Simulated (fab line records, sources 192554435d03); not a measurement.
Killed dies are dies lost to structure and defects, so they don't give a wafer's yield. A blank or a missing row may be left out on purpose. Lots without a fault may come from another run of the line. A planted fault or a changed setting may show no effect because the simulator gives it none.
fab line records | flow n5_finfet
record lots=24 wafers=72 last_day=18
route steps=1938 shown BEOL_M3@950 BEOL_M4@1036
lots that met no fault: from a run of the same line without faults
start_h: hours from the record's first day to the start of the lot's first wafer shown | wait_h: hours since the lot's step before | " the same as in the row above | L1.1+2: a row that stands for several wafers | - no value, or no start given | * or withheld: withheld | < > ~ a bound
route shown NAME@n: a module of which the file shows steps, and the number in the route of the first | usual: mean/standard deviation of fault-free wafers | same: alike in all rows | chamber/n: place in a boat | sites: the reading at each site | _std_site: their standard deviation | _edge_site: outer sites' mean less inner sites' | radius_mm: how far each site lies from the wafer's centre | mask NAME#n: copy n | behind: the tool/chamber that last shaped the wafer | hold: why the lot was held/for how many hours/how that ended | device: the transistor (n, p or np) that didn't switch | end of line: the same wafers' tests at the end of the route | a step without rows: its recipe alone | killed: dies lost to structure and defects at the first sort, not the wafer's yield | map: a wafer's dies, x killed, . not, _ none there
set.NAME: the setting as run; set.NAME@STEP: as run at that earlier step | model.NAME: the simulator's own value behind a step, which no gauge read
steps of the route over a sample of lots; a table a step, a row a wafer
services: from which hour (start_h, from the record's first day; less than 0 if before it) a tool's chamber was out of use, for how many hours, and why
## steps
# step N5_BEOL_M3_ETCH_64
# recipe chemistry=N2/H2 target=SOC target_depth_a=750 overetch_a=150 mask_material=SiARC temp_c=40 time_s=112.5 ion_energy_ev=200 pressure_mtorr=30 source_w=840 bias_w=150 n2_flow_sccm=200 h2_flow_sccm=200
# usual bias_w=150.1/0.46 drypump_motor_current_A=5.42/0.28 n2_flow_sccm=200.1/0.63 oes_product_au=0.62/0.074 rf_vpp_V=524.6/1.8 showerhead_plenum_p_Torr=2.57/0.063 throttle_valve_pct=17.9/0.31
# columns lot.wafer tool chamber start_h wait_h bias_w drypump_motor_current_A n2_flow_sccm oes_product_au rf_hours_counter_h rf_vpp_V showerhead_plenum_p_Torr throttle_valve_pct
L075.2 rie_diel-06 2 147.14 0.0 150.8 5.92 200.0 0.59 180 524.7 2.56 18.4
L075.4 " 0 " " 150.0 5.05 201.2 0.60 139 525.4 2.68 17.9
L075.5 " 1 " " 150.7 5.46 198.8 0.55 - 526.3 2.61 18.0
L074.2 rie_diel-05 1 149.31 0.0 150.5 5.45 201.2 0.74 13 523.6 2.49 17.3
L074.3 " 2 " " 150.2 5.68 199.4 0.55 249 526.8 2.61 18.0
L074.6 " 2 " " 149.7 5.70 200.3 0.54 - 525.8 2.61 18.0
L076.1 rie_diel-06 0 155.89 0.0 149.9 5.09 199.5 0.59 142 526.6 2.68 17.8
L076.4 " 2 " " 150.0 5.91 200.0 0.60 183 524.0 2.55 18.4
L076.5 " 1 " " 150.3 5.42 198.6 0.55 - 526.0 2.61 18.0
L077.3 rie_diel-06 2 163.02 0.0 150.4 5.90 199.7 0.59 185 523.4 2.55 18.4
L077.5 " 3 " " 150.2 5.29 199.9 0.58 - 523.7 2.55 18.0
L077.6 " 0 " " 150.7 5.11 200.0 0.58 - 526.5 2.67 17.8
L078.1 rie_diel-03 2 188.15 0.0 150.8 5.25 199.4 0.55 231 523.1 2.51 18.1
L078.2 " 3 " " 149.7 5.16 200.0 0.54 244 526.0 2.63 18.2
L078.5 " 0 " " 149.8 5.93 199.6 0.57 - 522.3 2.52 17.5
L080.2 rie_diel-06 0 188.33 0.0 150.6 5.07 200.4 0.58 154 526.3 2.67 17.9
L080.3 " 2 " " 150.3 5.91 200.3 0.58 195 524.0 2.55 18.5
L080.5 " 3 " " 150.3 5.34 201.1 0.57 - 523.1 2.54 18.1
L079.2 rie_diel-05 3 190.51 0.0 149.1 5.32 200.4 0.58 162 524.7 2.53 18.0
L079.3 " 1 " " 150.5 5.48 199.7 0.71 27 523.4 2.49 17.4
L079.6 " 3 " " 149.8 5.31 199.8 0.59 - 524.8 2.53 18.0
L082.3 rie_diel-03 3 194.39 0.0 150.0 5.15 199.7 0.54 245 524.8 2.63 18.2
L082.5 " 3 " " 149.2 5.14 200.2 0.54 - 525.5 2.63 18.2
L082.6 " 2 " " 149.4 5.24 201.5 0.54 - 521.6 2.51 18.1
L081.1 rie_diel-03 1 194.91 0.0 150.4 5.30 200.3 0.64 61 527.2 2.68 17.6
L081.3 " 2 " " 150.4 5.28 200.3 0.54 233 522.7 2.51 18.1
L081.6 " 0 " " 150.0 5.93 199.8 0.57 - 524.1 2.51 17.5
L083.1 rie_diel-03 0 201.13 0.0 150.3 5.94 200.5 0.57 197 524.6 2.51 17.5
L083.2 " 1 " " 150.2 5.28 199.9 0.64 64 526.8 2.67 17.6
L083.6 " 0 " " 150.9 5.92 200.3 0.57 - 523.5 2.51 17.5
L084.1 rie_diel-03 3 201.37 0.0 149.4 5.16 200.6 0.54 248 525.4 2.62 18.2
L084.4 " 1 " " 149.9 5.29 200.6 0.64 64 527.3 2.67 17.6
L084.5 " 2 " " 149.5 5.29 200.7 0.54 - 522.2 2.50 18.1
L085.1 rie_diel-05 3 203.31 0.0 150.2 5.33 199.2 0.58 167 522.9 2.53 18.0
L085.3 " 1 " " 149.3 5.45 199.8 0.71 32 522.3 2.49 17.4
L085.6 " 3 " " 150.9 5.33 199.1 0.58 - 523.4 2.53 18.0
L086.3 rie_diel-03 3 218.03 0.0 150.4 5.17 200.0 0.53 250 525.9 2.62 18.2
L086.4 " 1 " " 150.6 5.30 200.4 0.63 70 527.5 2.67 17.6
L086.5 " 2 " " 149.6 5.28 200.1 0.54 - 522.8 2.50 18.1
L087.2 rie_diel-05 1 228.88 0.0 150.2 5.48 200.5 0.69 40 522.4 2.48 17.4
L087.3 " 2 " " 150.1 5.68 200.1 0.71 20 525.4 2.60 17.6
L087.5 " 1 " " 150.8 5.45 199.5 0.70 - 522.9 2.48 17.4
L088.3 rie_diel-03 0 229.54 0.0 150.6 5.93 199.7 0.56 207 522.7 2.51 17.5
L088.5 " 2 " " 150.2 5.26 199.7 0.54 - 523.1 2.50 18.1
L088.6 " 0 " " 150.0 5.94 201.1 0.56 - 524.3 2.51 17.5
L089.1 rie_diel-06 2 244.00 0.0 151.3 5.91 198.8 0.58 206 523.1 2.55 18.5
L089.2 " 0 " " 149.6 5.10 200.5 0.57 170 528.0 2.66 17.9
L089.3 " 1 " " 149.1 5.44 200.1 0.72 14 524.5 2.60 17.5
L090.2 rie_diel-06 1 249.77 0.0 150.1 5.46 200.5 0.71 17 525.0 2.60 17.5
L090.3 " 3 " " 149.9 5.35 201.4 0.56 188 523.3 2.54 18.1
L090.4 " 0 " " 150.4 5.07 201.1 0.57 172 527.2 2.66 17.9
L091.1 rie_diel-05 2 252.06 0.0 150.3 5.71 199.9 0.71 27 525.4 2.60 17.6
L091.2 " 1 " " 149.8 5.49 199.6 0.69 46 522.3 2.48 17.4
L091.4 " 3 " " 150.9 5.32 199.7 0.56 181 524.3 2.52 18.0
L092.1 rie_diel-05 0 253.67 0.0 150.4 5.03 199.6 0.75 11 524.7 2.62 17.9
L092.2 " 1 " " 150.0 5.43 200.1 0.69 47 522.3 2.48 17.4
L092.3 " 3 " " 150.2 5.34 199.6 0.56 182 524.2 2.52 18.0
L093.1 rie_diel-05 3 264.81 0.0 149.8 5.30 199.8 0.57 187 521.2 2.52 18.0
L093.3 " 0 " " 149.8 5.01 199.4 0.75 15 526.9 2.62 17.9
L093.5 " 2 " " 149.8 5.69 200.3 0.72 - 525.2 2.59 17.7
L094.1 rie_diel-05 0 265.73 0.0 151.1 5.03 200.4 0.75 15 526.1 2.62 17.9
L094.4 " 3 " " 149.3 5.34 200.2 0.56 187 525.0 2.52 18.0
L094.5 " 3 " " 150.2 5.30 200.8 0.56 - 522.3 2.52 18.0
L095.2 rie_diel-03 3 273.30 0.0 149.8 5.18 199.9 0.74 8 526.4 2.62 17.8
L095.3 " 1 " " 150.2 5.29 201.1 0.62 88 527.2 2.66 17.6
L095.6 " 2 " " 149.6 5.28 201.7 0.77 - 523.6 2.50 17.7
L096.1 rie_diel-06 2 278.76 0.0 149.5 5.93 200.6 0.57 216 523.8 2.54 18.5
L096.3 " 0 " " 150.2 5.10 200.9 0.56 181 527.4 2.66 17.9
L096.4 " 1 " " 150.0 5.44 200.3 0.71 25 523.9 2.60 17.5
L097.3 rie_diel-06 1 285.36 0.0 150.3 5.41 200.5 0.70 26 525.3 2.60 17.6
L097.5 " 3 " " 150.4 5.35 199.2 0.56 - 523.4 2.53 18.1
L097.6 " 0 " " 149.6 5.10 200.7 0.56 - 525.4 2.66 17.9
# step N5_BEOL_M3_OVL_MEAS_29
# recipe points_per_wafer=522
# usual V2_OVL=0.3/0.67
# columns lot.wafer tool chamber start_h wait_h V2_OVL[nm]
L075.2 overlay-02 0 147.85 0.0 1.4
L075.4 " 0 " " 1.5
L075.5 " 0 " " 1.6
L074.2 overlay-01 0 150.13 0.0 -0.5
L074.3 " 0 " " -0.1
L074.6 " 0 " " 0.3
L076.1 overlay-01 0 156.72 0.0 -0.2
L076.4 " 0 " " -0.1
L076.5 " 0 " " 0.6
L077.3 overlay-02 0 163.85 0.0 -1.0
L077.5 " 0 " " 0.7
L077.6 " 0 " " 0.5
L078.1 overlay-02 0 188.97 0.0 0.7
L078.2 " 0 " " 0.4
L078.5 " 0 " " 1.2
L080.2 overlay-01 0 189.16 0.0 0.5
L080.3 " 0 " " 0.4
L080.5 " 0 " " 0.1
L079.2 overlay-02 0 191.21 0.0 0.3
L079.3 " 0 " " -0.2
L079.6 " 0 " " 0.5
L082.3 overlay-01 0 195.22 0.0 0.5
L082.5 " 0 " " 0.5
L082.6 " 0 " " 0.4
L081.1 overlay-02 0 195.73 0.0 1.4
L081.3 " 0 " " 0.9
L081.6 " 0 " " 0.0
L083.1 overlay-02 0 202.06 0.0 0.0
L083.2 " 0 " " -0.5
L083.6 " 0 " " 0.2
L084.1 overlay-02 0 202.11 0.0 0.2
L084.4 " 0 " " 0.9
L084.5 " 0 " " -0.4
L085.1 overlay-01 0 204.23 0.0 0.3
L085.3 " 0 " " 0.5
L085.6 " 0 " " 0.9
L086.3 overlay-01 0 218.87 0.0 0.2
L086.4 " 0 " " 1.6
L086.5 " 0 " " 1.5
L087.2 overlay-02 0 229.89 0.0 1.2
L087.3 " 0 " " 0.6
L087.5 " 0 " " 1.2
L088.3 overlay-02 0 230.28 0.0 2.0
L088.5 " 0 " " 0.5
L088.6 " 0 " " 1.1
L089.1 overlay-02 0 244.70 0.0 -1.2
L089.2 " 0 " " -0.4
L089.3 " 0 " " -1.7
L090.2 overlay-02 0 250.64 0.0 -0.2
L090.3 " 0 " " -0.3
L090.4 " 0 " " 0.3
L091.1 overlay-01 0 252.76 0.0 0.2
L091.2 " 0 " " 0.3
L091.4 " 0 " " -0.5
L092.1 overlay-02 0 254.37 0.0 -0.8
L092.2 " 0 " " -0.8
L092.3 " 0 " " 0.2
L093.1 overlay-02 0 265.61 0.0 0.5
L093.3 " 0 " " 0.1
L093.5 " 0 " " 0.1
L094.1 overlay-01 0 266.45 0.0 0.0
L094.4 " 0 " " -0.5
L094.5 " 0 " " -1.0
L095.2 overlay-02 0 274.03 0.0 -0.7
L095.3 " 0 " " -1.0
L095.6 " 0 " " -0.2
L096.1 overlay-01 0 279.45 0.0 -0.2
L096.3 " 0 " " -0.2
L096.4 " 0 " " -0.8
L097.3 overlay-02 0 286.16 0.0 0.5
L097.5 " 0 " " 0.4
L097.6 " 0 " " -0.1
# step N5_BEOL_M3_DESCUM_33
# recipe chemistry=O2 time_s=7 source_power_w=50 bias_power_w=20 pressure_mtorr=20 rf_frequency_hz=2.712e+07 temp_c=40 resist=CAR-EUV o2_flow_sccm=225
# usual bias_power_w=20.00/0.06 drypump_motor_current_A=5.42/0.29 oes_product_au=0.80/0.1 rf_vpp_V=243.5/1 showerhead_plenum_p_Torr=2.11/0.05 throttle_valve_pct=20.36/0.23
# columns lot.wafer tool chamber start_h wait_h bias_power_w drypump_motor_current_A oes_product_au rf_hours_counter_h rf_vpp_V showerhead_plenum_p_Torr throttle_valve_pct
L075.2 rie_diel-05 0 148.11 0.2 19.96 5.01 0.69 240 243.0 2.13 20.65
L075.4 " 1 " " 19.95 5.45 0.97 13 242.4 2.06 20.02
L075.5 " 0 " " 19.92 5.01 0.69 - 245.0 2.13 20.64
L074.2 rie_diel-06 1 150.22 0.0 20.02 5.43 0.70 243 243.4 2.14 20.52
L074.3 " 3 " " 19.94 5.37 0.72 156 242.6 2.09 20.65
L074.6 " 3 " " 20.01 5.31 0.72 - 242.2 2.09 20.62
L076.1 rie_diel-06 2 156.82 0.0 19.99 5.90 0.75 183 243.5 2.09 20.78
L076.4 " 1 " " 19.95 5.45 0.69 244 242.6 2.13 20.53
L076.5 " 3 " " 20.01 5.32 0.72 - 243.1 2.09 20.64
L077.3 rie_diel-05 3 163.93 0.0 19.94 5.31 0.74 153 243.5 2.09 20.44
L077.5 " 3 " " 19.91 5.33 0.75 - 243.2 2.09 20.45
L077.6 " 0 " " 20.05 5.05 0.68 - 241.8 2.12 20.66
L078.1 rie_diel-06 3 189.07 0.0 20.07 5.30 0.70 171 244.1 2.09 20.65
L078.2 " 0 " " 20.03 5.09 0.73 154 244.9 2.19 20.38
L078.5 " 2 " " 20.12 5.90 0.73 - 245.1 2.08 20.81
L080.2 rie_diel-06 2 189.25 0.0 19.99 5.92 0.74 195 243.2 2.08 20.82
L080.3 " 3 " " 19.83 5.33 0.71 171 242.8 2.09 20.66
L080.5 " 0 " " 19.98 5.09 0.74 - 243.9 2.19 20.39
L079.2 rie_diel-05 3 191.30 0.0 20.08 5.31 0.74 162 242.2 2.08 20.45
L079.3 " 2 " " 20.09 5.68 0.94 7 243.3 2.14 20.11
L079.6 " 2 " " 20.08 5.68 0.93 - 244.0 2.14 20.10
L082.3 rie_diel-03 0 195.30 0.0 20.02 5.96 0.71 195 241.3 2.08 20.16
L082.5 " 1 " " 20.06 5.27 0.81 - 243.5 2.22 20.40
L082.6 " 0 " " 19.99 5.93 0.71 - 245.2 2.08 20.16
L081.1 rie_diel-05 1 195.99 0.2 20.11 5.44 0.92 28 243.5 2.05 20.05
L081.3 " 3 " " 19.98 5.34 0.73 163 244.4 2.08 20.46
L081.6 " 1 " " 20.03 5.43 0.92 - 243.2 2.05 20.05
L083.1 rie_diel-06 0 202.15 0.0 20.05 5.10 0.74 158 245.4 2.19 20.39
L083.2 " 2 " " 19.97 5.88 0.73 200 243.8 2.08 20.80
L083.6 " 2 " " 19.93 5.87 0.73 - 243.4 2.08 20.82
L084.1 rie_diel-03 0 202.21 0.0 20.06 5.93 0.71 198 241.9 2.07 20.16
L084.4 " 2 " " 19.95 5.21 0.68 236 242.5 2.07 20.61
L084.5 " 0 " " 20.10 5.93 0.71 - 243.4 2.08 20.16
L085.1 rie_diel-03 1 204.32 0.0 19.98 5.28 0.80 65 245.6 2.22 20.41
L085.3 " 3 " " 19.98 5.14 0.69 249 244.0 2.12 20.62
L085.6 " 3 " " 19.93 5.16 0.69 - 242.3 2.13 20.59
L086.3 rie_diel-05 2 218.95 0.0 19.98 5.69 0.90 17 243.2 2.13 20.11
L086.4 " 0 " " 20.01 5.01 1.01 2 242.6 2.12 20.25
L086.5 " 1 " " 20.02 5.47 0.90 - 242.3 2.05 20.06
L087.2 rie_diel-06 0 229.97 0.0 20.09 5.09 0.73 166 245.7 2.18 20.40
L087.3 " 0 " " 20.08 5.06 0.72 - 242.8 2.19 20.39
L087.5 " 0 " " 20.06 5.08 0.73 - 244.0 2.19 20.40
L088.3 rie_diel-06 1 230.38 0.0 19.97 5.42 0.94 - 244.6 2.13 20.09
L088.5 " 0 " " 20.09 5.11 0.72 - 244.6 2.19 20.40
L088.6 " 1 " " 19.95 5.42 0.94 - 244.2 2.13 20.10
L089.1 rie_diel-05 3 244.79 0.0 19.97 5.33 0.72 179 242.6 2.08 20.48
L089.2 " 2 " " 19.94 5.70 0.90 25 244.7 2.13 20.13
L089.3 " 1 " " 20.00 5.45 0.88 44 242.6 2.05 20.07
L090.2 rie_diel-05 1 250.73 0.0 20.09 5.48 0.89 46 242.6 2.05 20.07
L090.3 " 0 " " 19.89 5.03 0.97 10 243.5 2.12 20.24
L090.4 " 3 " " 19.96 5.30 0.72 181 244.2 2.08 20.47
L091.1 rie_diel-03 0 252.88 0.1 20.02 5.94 0.70 215 243.5 2.07 20.18
L091.2 " 1 " " 19.93 5.27 0.79 81 245.1 2.21 20.43
L091.4 " 3 " " 19.98 5.14 0.95 - 243.0 2.12 20.22
L092.1 rie_diel-05 3 254.46 0.0 20.04 5.31 0.72 182 244.1 2.08 20.47
L092.2 " 0 " " 20.00 5.02 0.97 11 244.6 2.12 20.26
L092.3 " 1 " " 19.94 5.48 0.88 47 242.2 2.04 20.05
L093.1 rie_diel-03 1 265.71 0.0 20.00 5.28 0.78 86 244.4 2.21 20.42
L093.3 " 0 " " 19.97 5.93 0.69 - 243.9 2.07 20.19
L093.5 " 0 " " 19.96 5.91 0.69 - 242.1 2.07 20.17
L094.1 rie_diel-03 0 266.54 0.0 20.06 5.91 0.69 220 242.6 2.07 20.19
L094.4 " 2 " " 19.99 5.24 0.98 - 241.8 2.07 20.25
L094.5 " 0 " " 19.99 5.90 0.69 - 243.0 2.07 20.20
L095.2 rie_diel-05 0 274.12 0.0 19.90 4.99 0.96 17 244.2 2.12 20.27
L095.3 " 1 " " 19.97 5.46 0.88 52 243.4 2.04 20.08
L095.6 " 0 " " 19.98 4.98 0.97 - 243.4 2.12 20.26
L096.1 rie_diel-06 1 279.60 0.1 19.92 5.43 0.89 25 243.1 2.12 20.11
L096.3 " 0 " " 20.03 5.10 0.72 181 244.9 2.18 20.40
L096.4 " 3 " " 20.01 5.33 0.68 197 242.2 2.08 20.68
L097.3 rie_diel-03 1 286.24 0.0 20.00 5.28 0.76 93 243.2 2.21 20.45
L097.5 " 0 " " 19.87 5.94 0.69 - 242.6 2.06 20.21
L097.6 " 1 " " 19.91 5.27 0.77 - 242.7 2.21 20.45
# step N5_BEOL_M3_CMP_52
# recipe stop_on=SiOC t_overpolish_s=6.8 down_force_psi=1 platen_rpm=50 clearing_platen_down_force_psi=1.5 clearing_platen_rpm=50 post_cmp_clean=cu_alkaline target_thk_nm=40 clearing_platen_pad_velocity_m_s=0.99484 pad_velocity_m_s=0.99484
# usual barrier_field_endpoint_s=24.6/0.66 motor_current_A=5.9/0.45 overpolish_run_s=6.800/0.0092 pad_life_wafers=926/670 slurry_filter_dp_kPa=13.49/0.13 time_to_endpoint_s=62/3.4
# columns lot.wafer tool chamber start_h wait_h barrier_field_endpoint_s motor_current_A overpolish_run_s pad_life_wafers slurry_filter_dp_kPa time_to_endpoint_s
L075.4 cmp-03 2 158.04 0.1 25.1 5.4 6.819 1674 13.45 63
L075.2 " 0 " " 24.7 5.4 6.812 1676 13.43 59
L075.5 " 3 " " 25.7 5.8 6.807 - 13.54 65
L074.2 cmp-03 3 160.52 0.4 25.5 5.8 6.794 1698 13.72 64
L074.3 " 0 " " 23.6 5.2 6.825 1699 13.38 55
L074.6 " 3 " " 24.6 5.7 6.800 - 13.49 64
L076.1 cmp-01 2 162.55 0.5 25.2 6.2 6.789 96 13.51 61
L076.4 " 0 " " 25.1 7.0 6.788 98 13.79 61
L076.5 " 3 " " 25.7 5.9 6.818 - 13.59 58
L077.3 cmp-03 3 179.53 0.2 25.6 5.8 6.803 1844 13.68 67
L077.5 " 1 " " 26.2 5.1 6.795 - 13.27 67
L077.6 " 2 " " 24.5 5.5 6.796 - 13.36 59
L079.3 cmp-03 3 197.93 0.2 24.4 5.8 6.791 1992 13.44 67
L079.2 " 0 " " 24.1 5.2 6.789 1993 13.44 57
L079.6 " 3 " " 25.2 6.1 6.794 - 13.31 66
L078.1 cmp-01 1 199.92 0.3 23.9 6.2 6.789 402 13.55 61
L078.2 " 0 " " 24.9 6.8 6.801 405 13.44 63
L078.5 " 2 " " 24.1 6.4 6.792 - 13.50 60
L080.2 cmp-01 2 201.06 0.2 23.8 6.0 6.794 414 13.45 62
L080.3 " 0 " " 24.4 6.4 6.801 416 13.36 63
L080.5 " 3 " " 24.2 5.5 6.799 - 13.36 61
L082.3 cmp-04 2 204.60 0.2 24.3 6.0 6.792 1992 13.43 60
L082.6 " 2 " " 24.2 6.1 6.810 - 13.53 62
L082.5 " 3 " " 24.6 5.9 6.800 - 13.72 60
L081.3 cmp-04 0 205.79 0.2 23.7 6.2 6.794 2010 13.43 61
L081.1 " 1 " " 23.3 5.5 6.792 2011 13.50 63
L081.6 " 1 " " 23.5 6.0 6.794 - 13.49 61
L083.2 cmp-01 0 208.94 0.2 24.0 7.0 6.804 492 13.75 62
L083.1 " 2 " " 23.9 6.1 6.794 494 13.54 60
L083.6 " 1 " " 23.9 6.1 6.796 - 13.30 58
L084.4 cmp-04 3 209.92 0.1 24.7 6.0 6.789 2046 13.41 61
L084.1 " 2 " " 25.3 5.9 6.817 2049 13.36 62
L084.5 " 0 " " 25.4 6.3 6.818 - 13.79 61
L085.1 cmp-01 1 216.75 0.3 25.1 6.1 6.787 595 13.58 62
L085.3 " 3 " " 24.3 5.9 6.792 597 13.59 60
L085.6 " 1 " " 24.5 6.1 6.797 - 13.55 58
L086.3 cmp-03 0 232.13 0.2 24.2 5.5 6.797 163 13.44 65
L086.4 " 1 " " 25.8 5.4 6.805 164 13.36 72
L086.5 " 3 " " 26.7 5.7 6.810 - 13.37 74
L087.3 cmp-01 0 239.52 0.2 25.4 6.5 6.806 768 13.75 67
L087.2 " 2 " " 25.1 6.3 6.792 770 13.40 65
L087.5 " 1 " " 24.8 6.1 6.799 - 13.70 63
L088.3 cmp-04 1 242.60 0.2 24.6 5.8 6.795 144 13.52 61
L088.6 " 1 " " 24.0 5.8 6.803 - 13.42 58
L088.5 " 2 " " 23.9 6.0 6.816 - 13.55 55
L089.1 cmp-04 0 249.96 0.3 24.7 6.4 6.797 234 13.68 62
L089.3 " 2 " " 23.4 5.7 6.798 236 13.58 61
L089.2 " 3 " " 24.2 6.1 6.793 237 13.59 62
L090.2 cmp-03 0 255.50 0.2 24.4 5.2 6.800 325 13.31 61
L090.3 " 1 " " 26.2 5.2 6.799 326 13.52 71
L090.4 " 2 " " 24.9 5.5 6.810 327 13.55 65
L091.2 cmp-01 3 262.78 0.2 24.3 5.6 6.806 907 13.19 56
L091.4 " 0 " " 25.0 6.9 6.804 908 13.49 63
L091.1 " 1 " " 23.9 6.1 6.805 909 13.46 58
L092.2 cmp-03 2 268.06 0.2 24.5 5.3 6.800 432 13.48 62
L092.3 " 3 " " 25.1 5.8 6.795 433 13.42 65
L092.1 " 1 " " 25.1 5.3 6.802 435 13.74 64
L095.2 cmp-03 1 281.95 0.3 24.7 5.4 6.792 547 13.54 65
L095.3 " 2 " " 24.6 5.4 6.795 548 13.44 65
L095.6 " 0 " " 24.4 5.3 6.807 - 13.52 60
L093.3 cmp-01 1 287.64 0.2 24.1 6.1 6.815 1038 13.43 62
L093.1 " 0 " " 24.7 6.6 6.789 1041 13.79 68
L093.5 " 1 " " 25.2 5.9 6.791 - 13.62 64
L094.1 cmp-04 3 293.03 0.3 23.9 5.7 6.798 614 13.48 61
L094.4 " 0 " " 24.8 6.1 6.801 615 13.29 57
L094.5 " 1 " " 24.5 5.8 6.812 - 13.19 62
L096.4 cmp-01 3 293.19 0.2 23.8 5.8 6.804 1099 13.44 62
L096.3 " 0 " " 24.5 6.5 6.803 1100 13.29 64
L096.1 " 1 " " 24.6 6.4 6.807 1101 13.60 61
L097.3 cmp-04 2 297.96 0.2 23.8 6.0 6.798 662 13.22 59
L097.6 " 0 " " 24.0 5.9 6.810 - 13.38 59
L097.5 " 1 " " 24.7 5.7 6.796 - 13.54 62
# step N5_BEOL_M3_INSPECT_59
# recipe inspect_instrument=darkfield mode=post_dep
# usual raw_defect_count=74/26
# columns lot.wafer tool chamber start_h wait_h raw_defect_count
L075.2 defect_inspect-01 - 158.62 0.0 45
L075.4 " - " " 82
L075.5 " - " " 58
L074.2 defect_inspect-01 - 161.10 0.0 71
L074.3 " - " " 97
L074.6 " - " " 70
L076.1 defect_inspect-01 - 163.22 0.0 67
L076.4 " - " " 80
L076.5 " - " " 105
L077.3 defect_inspect-02 - 180.03 0.0 126
L077.5 " - " " 82
L077.6 " - " " 62
L079.2 defect_inspect-02 - 198.51 0.0 47
L079.3 " - " " 49
L079.6 " - " " 54
L078.1 defect_inspect-01 - 200.51 0.0 69
L078.2 " - " " 89
L078.5 " - " " 73
L080.2 defect_inspect-02 - 201.64 0.0 91
L080.3 " - " " 85
L080.5 " - " " 76
L082.3 defect_inspect-02 - 205.20 0.0 49
L082.5 " - " " 56
L082.6 " - " " 75
L081.1 defect_inspect-01 - 206.37 0.0 80
L081.3 " - " " 68
L081.6 " - " " 64
L083.1 defect_inspect-02 - 209.53 0.0 51
L083.2 " - " " 52
L083.6 " - " " 87
L084.1 defect_inspect-02 - 210.50 0.0 63
L084.4 " - " " 69
L084.5 " - " " 69
L085.1 defect_inspect-02 - 217.32 0.0 56
L085.3 " - " " 53
L085.6 " - " " 47
L086.3 defect_inspect-01 - 232.67 0.0 108
L086.4 " - " " 117
L086.5 " - " " 144
L087.2 defect_inspect-02 - 240.15 0.0 33
L087.3 " - " " 65
L087.5 " - " " 79
L088.3 defect_inspect-02 - 243.18 0.0 52
L088.5 " - " " 83
L088.6 " - " " 67
L089.1 defect_inspect-02 - 250.54 0.0 72
L089.2 " - " " 82
L089.3 " - " " 81
L090.2 defect_inspect-02 - 256.07 0.0 77
L090.3 " - " " 36
L090.4 " - " " 79
L091.1 defect_inspect-01 - 263.32 0.0 38
L091.2 " - " " 30
L091.4 " - " " 63
L092.1 defect_inspect-02 - 268.74 0.0 100
L092.2 " - " " 109
L092.3 " - " " 57
L095.2 defect_inspect-02 - 282.49 0.0 56
L095.3 " - " " 64
L095.6 " - " " 62
L093.1 defect_inspect-01 - 288.24 0.0 136
L093.3 " - " " 161
L093.5 " - " " 123
L094.1 defect_inspect-02 - 293.54 0.0 139
L094.4 " - " " 116
L094.5 " - " " 119
L096.1 defect_inspect-02 - 293.99 0.0 95
L096.3 " - " " 98
L096.4 " - " " 58
L097.3 defect_inspect-02 - 298.46 0.0 43
L097.5 " - " " 22
L097.6 " - " " 84
# step N5_BEOL_M4_INSPECT_13
# recipe mode=adi inspect_instrument=brightfield
# usual raw_defect_count=422/110
# columns lot.wafer tool chamber start_h wait_h raw_defect_count
L075.2 defect_inspect-02 - 159.74 0.0 291
L075.4 " - " " 385
L075.5 " - " " 289
L074.2 defect_inspect-02 - 163.51 0.0 459
L074.3 " - " " 498
L074.6 " - " " 526
L076.1 defect_inspect-02 - 164.75 0.1 564
L076.4 " - " " 710
L076.5 " - " " 515
L077.3 defect_inspect-01 - 181.64 0.1 787
L077.5 " - " " 455
L077.6 " - " " 392
L079.2 defect_inspect-01 - 200.88 0.1 248
L079.3 " - " " 423
L079.6 " - " " 349
L078.1 defect_inspect-02 - 201.79 0.1 382
L078.2 " - " " 352
L078.5 " - " " 358
L080.2 defect_inspect-02 - 202.63 0.0 347
L080.3 " - " " 344
L080.5 " - " " 322
L082.3 defect_inspect-01 - 206.49 0.0 604
L082.5 " - " " 498
L082.6 " - " " 512
L081.1 defect_inspect-02 - 208.08 0.1 315
L081.3 " - " " 345
L081.6 " - " " 267
L083.1 defect_inspect-02 - 210.62 0.1 362
L083.2 " - " " 258
L083.6 " - " " 330
L084.1 defect_inspect-01 - 211.85 0.1 327
L084.4 " - " " 337
L084.5 " - " " 400
L085.1 defect_inspect-02 - 221.88 0.1 392
L085.3 " - " " 448
L085.6 " - " " 397
L086.3 defect_inspect-02 - 235.85 0.0 445
L086.4 " - " " 468
L086.5 " - " " 576
L087.2 defect_inspect-01 - 242.93 0.0 290
L087.3 " - " " 348
L087.5 " - " " 346
L088.3 defect_inspect-02 - 244.34 0.0 396
L088.5 " - " " 450
L088.6 " - " " 589
L089.1 defect_inspect-01 - 252.28 0.1 268
L089.2 " - " " 463
L089.3 " - " " 342
L090.2 defect_inspect-01 - 257.47 0.0 349
L090.3 " - " " 327
L090.4 " - " " 378
L091.1 defect_inspect-01 - 265.23 0.1 331
L091.2 " - " " 273
L091.4 " - " " 443
L092.1 defect_inspect-01 - 271.51 0.1 407
L092.2 " - " " 414
L092.3 " - " " 400
L095.2 defect_inspect-02 - 283.37 0.0 510
L095.3 " - " " 423
L095.6 " - " " 496
L093.1 defect_inspect-01 - 290.18 0.1 570
L093.3 " - " " 632
L093.5 " - " " 616
L094.1 defect_inspect-01 - 294.23 0.1 630
L094.4 " - " " 388
L094.5 " - " " 482
L096.1 defect_inspect-02 - 296.64 0.1 456
L096.3 " - " " 513
L096.4 " - " " 479
L097.3 defect_inspect-01 - 300.63 0.0 285
L097.5 " - " " 306
L097.6 " - " " 443
## services
# columns tool chamber start_h hours kind
cmp-01 - 145.79 4.0 pm
rie_diel-05 2 156.15 - clean
rie_diel-05 2 156.15 - consumable_replace:focus_ring
rie_diel-06 0 169.70 4.3 repair
cmp-04 - 182.97 5.8 pm
rie_diel-05 0 183.06 - clean
rie_diel-05 - 184.13 1.2 repair
cmp-03 - 202.03 4.7 pm
rie_diel-03 3 207.89 9.7 repair
cmp-03 - 209.37 4.0 pm
cmp-04 - 218.96 4.0 pm
rie_diel-03 - 223.67 1.2 repair
cmp-04 - 226.06 0.5 repair
rie_diel-06 3 226.39 4.2 repair
rie_diel-06 2 227.03 16.7 repair
cmp-01 - 231.43 2.0 repair
cmp-01 - 245.83 6.2 pm
rie_diel-03 - 252.99 2.8 pm
rie_diel-03 3 257.10 10.3 repair
rie_diel-03 0 275.51 4.4 repair
cmp-01 - 279.23 5.3 pm
rie_diel-03 - 281.98 0.1 repair
rie_diel-06 0 287.29 12.3 repair
rie_diel-05 2 295.07 17.0 repair
## key
fault none
